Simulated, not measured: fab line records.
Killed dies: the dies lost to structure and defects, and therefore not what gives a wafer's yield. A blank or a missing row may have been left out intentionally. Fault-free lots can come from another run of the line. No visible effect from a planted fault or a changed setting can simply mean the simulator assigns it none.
Split-lot experiment + flow n5-finfet + on a route of 1938 steps: 7 lots, 21 wafers read

== SPLIT DETAILS ==
At N5_GATE_CUT_ETCH_37 (etches SOC in N2/H2, target depth 60 nm, overetch 12 nm, time 90 s), the setting bias-w was moved away from the recipe's 150 W on 8 of the 21 wafers read, by -15.8% to +11.7%. The other wafers ran this setting at the recipe's value.

Reading taken at the split's own step.

== THE READING ==
rf-vpp-V, in V, at N5_GATE_CUT_ETCH_37 (etches SOC in N2/H2, target depth 60 nm, overetch 12 nm, time 90 s). Fault-free wafers of this fab line usually give 523.8 V, standard deviation 2.7 V.

| wafer  | tool, chamber at the split | bias-w as run, W | against the recipe | rf-vpp-V, V | against lot-mates on the recipe |
|--------|----------------------------|------------------|--------------------|-------------|---------------------------------|
| L078.2 | rie-diel-03, 0             | 140.7            | -6.2%              | 501.9       | -24.3                           |
| L078.3 | rie-diel-03, 1             | 140.7            | -6.2%              | 505.7       | -20.5                           |
| L078.4 | rie-diel-03, 2             | 150              | recipe             | 526.2       | -                               |
| L083.4 | rie-diel-03, 0             | 150              | recipe             | 523.4       | -                               |
| L083.5 | rie-diel-03, 1             | 150              | recipe             | 526.3       | -                               |
| L083.6 | rie-diel-03, 0             | 150              | recipe             | 523.0       | -                               |
| L085.2 | rie-diel-03, 3             | 126.3            | -15.8%             | 472.8       | -50.4                           |
| L085.3 | rie-diel-03, 0             | 150              | recipe             | 523.2       | -                               |
| L085.5 | rie-diel-03, 3             | 126.3            | -15.8%             | 473.0       | -50.2                           |
| L088.1 | rie-diel-02, 1             | 150              | recipe             | 522.6       | -                               |
| L088.2 | rie-diel-02, 3             | 127.4            | -15.1%             | 471.7       | -50.9                           |
| L088.3 | rie-diel-02, 2             | 127.4            | -15.1%             | 470.9       | -51.7                           |
| L089.4 | rie-diel-04, 0             | 167.5            | +11.7%             | 557.4       | +35.5                           |
| L089.5 | rie-diel-04, 1             | 167.5            | +11.7%             | 561.5       | +39.6                           |
| L089.6 | rie-diel-04, 3             | 150              | recipe             | 521.9       | -                               |
| L092.2 | rie-diel-04, 3             | 150              | recipe             | 523.6       | -                               |
| L092.3 | rie-diel-04, 0             | 150              | recipe             | 518.6       | -                               |
| L092.6 | rie-diel-04, 0             | 150              | recipe             | 518.2       | -                               |
| L095.2 | rie-diel-03, 1             | 150              | recipe             | 523.9       | -                               |
| L095.3 | rie-diel-03, 3             | 150              | recipe             | 527.5       | -                               |
| L095.5 | rie-diel-03, 0             | 150              | recipe             | 521.4       | -                               |

THE FIT
A straight line over all 21 wafers: rf-vpp-V changes by +3.24 V for each +1% of bias-w; r = +0.99; the points scatter about the line by 2.6 V.
The same after taking each lot's own level away (the mean of its wafers on the recipe; 21 wafers): +3.28 V for each +1%; r = +1.00; scatter 2 V.
According to that fit, moving bias-w by its largest amount changes the reading by 52 V.
Measured against the standard deviation above, the lots' own levels, which go from 520.13 to 526.20 V, span 2.2 times it.
The two slopes are in agreement: the lot-to-lot level therefore moves the slope only a little.
Check: with one of the wafers moved furthest among these (-15.8%) left out of the fit, the line predicts -52.6 V for it against its lot-mates. Against them it came out at -50.4 V.
Tool readings at the split's step, against how far the setting was moved: rf-vpp-V r = +0.99.

== ADDITIONAL SPLITS CARRIED BY THESE WAFERS ==
Other splits were also applied to these wafers ahead of the reading. Each is held against what the fit with the lots' levels taken away leaves over:
| other split on the same wafers | wafers away from the commonest value | r with rf-vpp-V (lot level and that fit taken away) |
|--------------------------------|--------------------------------------|-----------------------------------------------------|
| N5_SDB_COAT_03 spin-rpm        | 7                                    | +0.15                                               |
| N5_SDB_COAT_04 time-s          | 8                                    | +0.10                                               |
| N5_HKMG_FIN_COAT_66 spin-rpm   | 5                                    | -0.20                                               |

== THE WHOLE CHAIN: every reading that the file lists as answering this split, in the file's order ==
| step                | what it does                                                       | reading                                                                           | change (the file's fit)                | r (the file's) |
|---------------------|--------------------------------------------------------------------|-----------------------------------------------------------------------------------|----------------------------------------|----------------|
| N5_GATE_CUT_ETCH_37 | etches SOC in N2/H2, target depth 60 nm, overetch 12 nm, time 90 s | rf-vpp-V                                                                          | +3.29 V for each +1% of the setting    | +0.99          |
| N5_GATE_CUT_ETCH_37 | etches SOC in N2/H2, target depth 60 nm, overetch 12 nm, time 90 s | SiARC_of_GATE_CUT_COAT_35.thk-nm (the simulator's own value, which no gauge read) | -0.0516 nm for each +1% of the setting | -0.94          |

== THE FILE'S OWN FIT ==
rf-vpp-V changes by +3.29 V for each +1% of bias-w, r = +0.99.
